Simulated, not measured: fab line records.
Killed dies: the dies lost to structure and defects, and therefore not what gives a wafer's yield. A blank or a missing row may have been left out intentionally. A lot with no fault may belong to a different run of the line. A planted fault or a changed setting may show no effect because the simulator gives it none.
Chamber matching | flow nand-harc | 4 sister chambers for NHARC_A_STAIRCASE_ETCH_313 on rie-diel-03
The step etches the open film in CF4/CHF3. 4 wafers are shown with their chamber, then 9 later ones without.

WAFERS PAIRED WITH THEIR CHAMBERS
wafer  | chamber | showerhead-plenum-p-Torr (Torr)
L084.6 | 1       | 1.52
L082.1 | 2       | 1.47
L082.3 | 3       | 1.63
L082.4 | 0       | 1.52

WAFERS WITHOUT THEIR CHAMBER
wafer  | showerhead-plenum-p-Torr (Torr)
L086.1 | 1.47
L086.2 | 1.63
L086.4 | 1.52
L089.2 | 1.46
L089.4 | 1.52
L089.6 | 1.52
L097.2 | 1.70
L097.4 | 1.52
L097.5 | 1.62

CHAMBER TAKEN BY EACH
wafer  | from the rows above     | in truth
L086.1 | 2                       | 2
L086.2 | 3                       | 3
L086.4 | can't be placed: 0 or 1 | 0
L089.2 | 2                       | 2
L089.4 | can't be placed: 0 or 1 | 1
L089.6 | can't be placed: 0 or 1 | 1
L097.2 | 3                       | 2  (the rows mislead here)
L097.4 | can't be placed: 0 or 1 | 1
L097.5 | 3                       | 3
Correct placement for 4 of the 9. Not placeable from these rows: 4 (in 4, the candidates include the true chamber). Wrongly placed: 1.
How it was worked out, from the rows above alone: a wafer's distance from a chamber is the root of the sum, over the readings, of the square of ((its reading less the chamber's mean) divided by the reading's scatter). If the next closest chamber is less than 2 further off than the closest, the wafer can't be placed; otherwise it belongs to the closest. For every chamber, the mean is computed from those of its wafers that are shown. The scatter (one wafer shown for each chamber): square how far every hidden wafer sits from the nearest shown wafer, average those squares and take the square root.
